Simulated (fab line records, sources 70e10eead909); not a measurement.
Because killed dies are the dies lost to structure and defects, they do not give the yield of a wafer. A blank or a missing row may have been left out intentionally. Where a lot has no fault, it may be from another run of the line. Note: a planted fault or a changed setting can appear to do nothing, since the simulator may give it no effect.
Chamber matching    flow nand_harc    rie_diel-05 running NHARC_P_GATE_DESCUM_13: 4 sister chambers
The step chemistry O2, time 3 s. 8 wafers are shown with their chamber, then 7 later ones without.

WAFERS WITH THEIR CHAMBER
wafer   chamber  showerhead_plenum_p_Torr (Torr)  drypump_motor_current_A (A)
L209.1  0        1.81                             5.8
L209.6  0        1.80                             5.8
L211.3  2        1.83                             6.6
L210.1  3        2.01                             5.7
L210.2  1        1.81                             5.2
L210.4  2        1.83                             6.7
L212.1  1        1.81                             5.2
L212.3  3        2.01                             5.6

WAFERS MISSING THEIR CHAMBER
wafer   showerhead_plenum_p_Torr (Torr)  drypump_motor_current_A (A)
L212.5  2.01                             5.7
L216.1  1.83                             6.7
L216.2  1.80                             5.9
L216.5  1.83                             6.6
L230.1  1.83                             6.7
L230.2  1.80                             5.9
L230.5  1.81                             5.2

WHICH CHAMBER EACH ONE RAN IN
wafer   from the rows above  in truth
L212.5  3                    3
L216.1  2                    2
L216.2  0                    0
L216.5  2                    2
L230.1  2                    2
L230.2  0                    0
L230.5  1                    1
Placed correctly: 7 of 7. Number that these rows cannot place: 0. Wrongly placed: 0.
How it was worked out, from the rows above alone: a wafer's distance from a chamber is the root of the sum, over the readings, of the square of ((its reading less the chamber's mean) divided by the reading's scatter). The wafer belongs to the nearest chamber; if the next one is less than 2 further off, it can't be placed. A chamber's mean is the mean of its shown wafers. The scatter: the root of (the sum of the squares of (reading less its chamber's mean) over the shown wafers, divided by (wafers less chambers)).
